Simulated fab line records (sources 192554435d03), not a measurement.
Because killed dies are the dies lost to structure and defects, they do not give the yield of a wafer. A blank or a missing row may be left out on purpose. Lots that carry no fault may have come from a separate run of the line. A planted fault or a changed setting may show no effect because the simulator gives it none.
fab line records | flow n5Finfet | part 2 of 2: steps 26 to 30 of 30
record lots=5 | wafers=15 | lastDay=17
route steps=1938 shown BEOL_M7@1323 BEOL_M8@1332
lots untouched by any fault: they come from a run of this same line in which no faults occurred
startH: hours from the record's opening day to when the first of the lot's shown wafers began | waitH: time in hours since the lot's previous step | " unchanged from the row above | L1.1+2: a row that stands for several wafers | - no value, or no start was given | * or withheld: withheld | < > ~ a bound
route shown NAME@n: names a module that has steps shown in the file, with the first one's number in the route | usual: the fault-free wafers' mean and standard deviation | same: alike in all rows | chamber/n: place in a boat | sites: each site's reading | _std_site: standard deviation across them | _edge_site: the outer-site mean with the inner-site mean subtracted | radiusMm: for every site, how far away it sits from the centre of the wafer | mask NAME#n: copy n | behind: the tool/chamber that last shaped the wafer | hold: cause of the lot's hold/its duration in hours/its outcome | device: names the non-switching transistor (n, p or np) | end of line: at the end of the route, the tests of the same wafers | for a step that has no rows: nothing shown but its recipe | killed: at the first sort, the dies lost to defects and structure; wafer yield is something else | map: dies across one wafer; x = killed, . = not, _ = none there
set.NAME: the run value of the setting; set.NAME@STEP: its run value at that earlier step | model.NAME: the simulator's own value behind a step, which no gauge read
lots at some steps of the route; a table a step, a row a wafer
services: a tool's chamber out of use, with start hour (startH, from the record's first day; less than 0 if before it), hours out, and reason
## steps
# step N5_BEOL_M8_DESCUM_16
# recipe chemistry=O2 | timeS=7.9 | sourcePowerW=50 | biasPowerW=20 | pressureMtorr=20 | rfFrequencyHz=2.712e+07 | tempC=40 | resist=CAR-ArF | o2FlowSccm=225
# usual drypumpMotorCurrentA=5.5/0.39 | oesProductAu=0.82/0.085 | rfFwdPowerW=49.37/0.2 | rfVppV=243.8/1.5 | showerheadPlenumPTorr=2.15/0.084 | throttleValvePct=20.48/0.25
# same timeS=7.9
lot.wafer | tool       | chamber | startH | waitH | drypumpMotorCurrentA | oesProductAu | rfFwdPowerW | rfHoursCounterH | rfVppV | showerheadPlenumPTorr | throttleValvePct
L080.1    | rieDiel-01 | 2       | 243.18 | 0.0   | 5.9                  | 0.93         | 49.40       | 20              | 245.6  | 2.27                  | 20.70
L080.2    | "          | 1       | "      | "     | 5.0                  | 0.66         | 49.44       | 246             | 244.0  | 2.15                  | 20.89
L080.4    | "          | 0       | "      | "     | 5.8                  | 0.89         | 49.27       | 31              | 244.8  | 2.14                  | 20.48
L085.2    | rieDiel-03 | 0       | 284.56 | 0.3   | 5.5                  | 0.71         | 49.28       | 220             | 241.7  | 1.97                  | 20.87
L085.4    | "          | 1       | "      | "     | 5.0                  | 0.88         | 49.15       | 34              | 244.8  | 2.20                  | 20.18
L085.5    | "          | 0       | "      | "     | 5.5                  | 0.70         | 49.39       | -               | 241.7  | 1.97                  | 20.88
L088.1    | rieDiel-01 | 1       | 291.10 | 0.3   | 5.1                  | 0.96         | 49.53       | 4               | 242.9  | 2.15                  | 20.42
L088.2    | "          | 3       | "      | "     | 5.6                  | 0.73         | 49.23       | 152             | 244.7  | 2.10                  | 20.33
L088.6    | "          | 0       | "      | "     | 5.8                  | 0.87         | 49.08       | -               | 243.9  | 2.13                  | 20.50
L092.3    | rieDiel-03 | 1       | 324.00 | 0.0   | 5.0                  | 0.85         | 49.00       | 50              | 243.4  | 2.19                  | 20.21
L092.4    | "          | 0       | "      | "     | 5.5                  | 0.70         | 49.53       | 238             | 241.1  | 1.97                  | 20.92
L092.6    | "          | 3       | "      | "     | 5.4                  | 0.74         | 49.19       | -               | 244.8  | 2.19                  | 20.47
L094.1    | rieDiel-05 | 1       | 344.40 | 0.0   | 5.5                  | 0.74         | 49.62       | 163             | 243.0  | 2.03                  | 20.77
L094.2    | "          | 3       | "      | "     | 6.3                  | 0.85         | 49.47       | 70              | 242.1  | 2.06                  | 20.10
L094.6    | "          | 3       | "      | "     | 6.3                  | 0.85         | 49.52       | -               | 243.8  | 2.06                  | 20.11
# step N5_BEOL_M8_ETCH_61
# recipe chemistry=CF4 | target=SiARC | targetDepthA=455 | maskMaterial=CAR-ArF | timeS=75.8 | ionEnergyEv=80 | pressureMtorr=40 | sourceW=545 | biasW=36 | Ar_flow_sccm=100 | cf4FlowSccm=100 | ends=cleared
# usual drypumpMotorCurrentA=5.5/0.39 | etchRfOnTimeS=75.8/2.8 | oesProductAu=0.70/0.076 | rfFwdPowerW=539.5/2 | rfVppV=184.6/1.3 | showerheadPlenumPTorr=2.19/0.078 | throttleValvePct=15.61/0.23
lot.wafer | tool       | chamber | startH | waitH | drypumpMotorCurrentA | etchRfOnTimeS | oesProductAu | rfFwdPowerW | rfHoursCounterH | rfVppV | showerheadPlenumPTorr | throttleValvePct
L080.1    | rieDiel-01 | 2       | 243.22 | 0.0   | 5.9                  | 74.5          | 0.80         | 539.5       | 20              | 187.7  | 2.27                  | 15.64
L080.2    | "          | 1       | "      | "     | 5.1                  | 75.6          | 0.58         | 541.8       | 246             | 183.9  | 2.20                  | 16.04
L080.4    | "          | 0       | "      | "     | 5.8                  | 75.9          | 0.76         | 537.5       | 31              | 184.8  | 2.19                  | 15.57
L085.2    | rieDiel-03 | 0       | 284.60 | 0.0   | 5.5                  | 78.6          | 0.59         | 543.4       | 220             | 181.9  | 2.04                  | 16.07
L085.4    | "          | 1       | "      | "     | 5.0                  | 73.5          | 0.75         | 539.5       | 34              | 185.8  | 2.27                  | 15.50
L085.5    | "          | 0       | "      | "     | 5.5                  | 78.8          | 0.58         | 542.5       | -               | 184.0  | 2.04                  | 16.09
L088.1    | rieDiel-01 | 1       | 291.13 | 0.0   | 5.0                  | 71.7          | 0.83         | 539.1       | 4               | 185.6  | 2.20                  | 15.54
L088.2    | "          | 3       | "      | "     | 5.6                  | 77.6          | 0.64         | 539.1       | 152             | 183.5  | 2.13                  | 15.43
L088.6    | "          | 0       | "      | "     | 5.8                  | 76.5          | 0.73         | 536.8       | -               | 183.2  | 2.18                  | 15.60
L092.3    | rieDiel-03 | 1       | 324.04 | 0.0   | 5.0                  | 72.5          | 0.73         | 538.2       | 50              | 185.0  | 2.27                  | 15.53
L092.4    | "          | 0       | "      | "     | 5.5                  | 78.4          | 0.58         | 539.6       | 238             | 181.8  | 2.03                  | 16.13
L092.6    | "          | 3       | "      | "     | 5.4                  | 81.0          | 0.63         | 540.2       | -               | 183.3  | 2.23                  | 15.64
L094.1    | rieDiel-05 | 1       | 344.44 | 0.0   | 5.6                  | 75.9          | 0.64         | 538.9       | 163             | 182.4  | 2.06                  | 15.80
L094.2    | "          | 3       | "      | "     | 6.3                  | 75.5          | 0.71         | 541.2       | 70              | 183.5  | 2.10                  | 15.27
L094.6    | "          | 3       | "      | "     | 6.3                  | 75.7          | 0.72         | 542.4       | -               | 184.8  | 2.10                  | 15.27
# step N5_BEOL_M8_ETCH_62
# recipe chemistry=N2/H2 | target=SOC | targetDepthA=1100 | overetchA=220 | maskMaterial=SiARC | tempC=40 | timeS=165 | ionEnergyEv=200 | pressureMtorr=30 | sourceW=840 | biasW=150 | n2FlowSccm=200 | h2FlowSccm=200
# usual drypumpMotorCurrentA=5.5/0.4 | h2FlowSccm=200.0/0.69 | oesProductAu=0.69/0.066 | rfFwdPowerW=837.2/2.3 | rfVppV=525.5/2.8 | showerheadPlenumPTorr=2.59/0.096 | throttleValvePct=17.8/0.36
# same timeS=165
lot.wafer | tool       | chamber | startH | waitH | drypumpMotorCurrentA | h2FlowSccm | oesProductAu | rfFwdPowerW | rfHoursCounterH | rfVppV | showerheadPlenumPTorr | throttleValvePct
L080.1    | rieDiel-01 | 2       | 243.27 | 0.0   | 5.9                  | 199.8      | 0.77         | 836.2       | 20              | 529.8  | 2.69                  | 17.6
L080.2    | "          | 1       | "      | "     | 5.0                  | 200.5      | 0.58         | 834.4       | 246             | 525.7  | 2.62                  | 18.5
L080.4    | "          | 0       | "      | "     | 5.8                  | 199.3      | 0.76         | 836.7       | 31              | 526.3  | 2.58                  | 17.8
L085.2    | rieDiel-03 | 0       | 284.65 | 0.0   | 5.5                  | 199.3      | 0.59         | 835.5       | 220             | 521.1  | 2.41                  | 18.4
L085.4    | "          | 1       | "      | "     | 5.0                  | 200.5      | 0.73         | 835.8       | 34              | 527.7  | 2.72                  | 17.8
L085.5    | "          | 0       | "      | "     | 5.5                  | 198.9      | 0.59         | 838.2       | -               | 520.8  | 2.41                  | 18.5
L088.1    | rieDiel-01 | 1       | 291.19 | 0.0   | 5.0                  | 200.0      | 0.80         | 834.5       | 4               | 526.3  | 2.62                  | 18.0
L088.2    | "          | 3       | "      | "     | 5.6                  | 199.6      | 0.63         | 830.1       | 152             | 523.6  | 2.53                  | 17.5
L088.6    | "          | 0       | "      | "     | 5.8                  | 199.0      | 0.72         | 838.7       | -               | 524.1  | 2.57                  | 17.8
L092.3    | rieDiel-03 | 1       | 324.09 | 0.0   | 5.0                  | 201.6      | 0.70         | 835.0       | 50              | 527.6  | 2.71                  | 17.8
L092.4    | "          | 0       | "      | "     | 5.5                  | 200.6      | 0.58         | 841.6       | 238             | 519.7  | 2.40                  | 18.5
L092.6    | "          | 3       | "      | "     | 5.4                  | 200.2      | 0.65         | 841.3       | -               | 526.2  | 2.63                  | 17.6
L094.1    | rieDiel-05 | 1       | 344.49 | 0.0   | 5.6                  | 199.8      | 0.64         | 835.9       | 163             | 520.9  | 2.42                  | 17.9
L094.2    | "          | 3       | "      | "     | 6.4                  | 201.5      | 0.71         | 837.7       | 70              | 520.8  | 2.44                  | 17.1
L094.6    | "          | 3       | "      | "     | 6.4                  | 201.1      | 0.71         | 835.9       | -               | 521.9  | 2.44                  | 17.1
# step N5_BEOL_M8_STRIP_68
# recipe chemistry=N2/H2 | tempC=40 | n2FlowSccm=200 | h2FlowSccm=200 | rfFrequencyHz=6e+07
lot.wafer  | tool       | chamber | startH | waitH
L080.1+2+4 | rieDiel-01 | 2,1,0   | 243.41 | 0.1
L085.2+4+5 | rieDiel-03 | 0,1,0   | 284.79 | 0.1
L088.1+2+6 | rieDiel-01 | 1,3,0   | 291.32 | 0.1
L092.3+4+6 | rieDiel-03 | 1,0,3   | 324.23 | 0.1
L094.1+2+6 | rieDiel-05 | 1,3,3   | 344.63 | 0.1
# step N5_BEOL_M8_STRIP_67
# recipe chemistry=CF4 | resist=SiARC | powerW=300 | biasPowerW=75 | pressureMtorr=50 | cf4FlowSccm=150 | rfFrequencyHz=6e+07
# usual drypumpMotorCurrentA=5.5/0.39 | oesProductAu=0.81/0.077 | rfVppV=271.9/1.7 | showerheadPlenumPTorr=1.83/0.064 | throttleValvePct=13.55/0.25
lot.wafer | tool       | chamber | startH | waitH | drypumpMotorCurrentA | oesProductAu | rfHoursCounterH | rfVppV | showerheadPlenumPTorr | throttleValvePct
L080.1    | rieDiel-01 | 2       | 243.42 | 0.0   | 5.9                  | 0.91         | 20              | 274.0  | 1.90                  | 13.54
L080.2    | "          | 1       | "      | "     | 5.1                  | 0.68         | 246             | 271.2  | 1.85                  | 14.04
L080.4    | "          | 0       | "      | "     | 5.8                  | 0.90         | 31              | 272.0  | 1.82                  | 13.45
L085.2    | rieDiel-03 | 0       | 284.80 | 0.0   | 5.5                  | 0.70         | 220             | 269.0  | 1.70                  | 14.03
L085.4    | "          | 1       | "      | "     | 5.0                  | 0.86         | 34              | 274.8  | 1.90                  | 13.43
L085.5    | "          | 0       | "      | "     | 5.5                  | 0.70         | -               | 267.2  | 1.70                  | 14.05
L088.1    | rieDiel-01 | 1       | 291.33 | 0.0   | 5.0                  | 0.95         | 4               | 271.4  | 1.85                  | 13.45
L088.2    | "          | 3       | "      | "     | 5.6                  | 0.74         | 152             | 270.7  | 1.78                  | 13.41
L088.6    | "          | 0       | "      | "     | 5.7                  | 0.85         | -               | 270.9  | 1.82                  | 13.50
L092.3    | rieDiel-03 | 1       | 324.24 | 0.0   | 5.0                  | 0.85         | 50              | 273.2  | 1.89                  | 13.47
L092.4    | "          | 0       | "      | "     | 5.5                  | 0.69         | 238             | 269.4  | 1.70                  | 14.09
L092.6    | "          | 3       | "      | "     | 5.4                  | 0.77         | -               | 272.4  | 1.86                  | 13.58
L094.1    | rieDiel-05 | 1       | 344.64 | 0.0   | 5.6                  | 0.75         | 163             | 270.0  | 1.73                  | 13.81
L094.2    | "          | 3       | "      | "     | 6.3                  | 0.84         | 70              | 270.5  | 1.75                  | 13.21
L094.6    | "          | 3       | "      | "     | 6.3                  | 0.84         | -               | 271.1  | 1.75                  | 13.20
## services
tool           | chamber | startH | hours | kind
arfiScanner-01 | -       | 215.90 | 17.3  | pm
uvCure-03      | -       | 225.12 | 2.8   | pm
cmp-02         | -       | 225.93 | 1.8   | repair
cmp-02         | -       | 229.14 | 4.0   | pm
arfiScanner-01 | -       | 233.23 | 1.0   | pm
rieDiel-01     | 3       | 233.35 | 4.4   | repair
pecvd-03       | 2       | 237.88 | 5.4   | repair
arfiScanner-01 | -       | 240.41 | 1.3   | pm
arfiScanner-03 | -       | 241.45 | 1.0   | pm
uvCure-03      | -       | 247.76 | 1.0   | pm
rieDiel-05     | 2       | 248.24 | 5.7   | repair
rtpAnneal-01   | -       | 250.65 | 1.2   | pm
rieDiel-03     | 1       | 260.43 | 9.6   | repair
arfiScanner-03 | -       | 261.98 | 1.6   | repair
rieDiel-03     | 3       | 273.20 | 6.0   | repair
cmp-02         | -       | 275.01 | 1.8   | repair
rieDiel-05     | -       | 280.28 | 28.1  | pm
arfiScanner-03 | -       | 285.77 | 1.0   | pm
cmp-02         | -       | 294.31 | 4.3   | repair
pecvd-03       | 2       | 309.52 | 7.6   | repair
rieDiel-03     | 1       | 316.51 | 4.1   | repair
pecvd-01       | 1       | 319.44 | 7.1   | repair
arfiScanner-03 | -       | 332.45 | 1.3   | pm
rieDiel-03     | 2       | 343.20 | 4.2   | repair
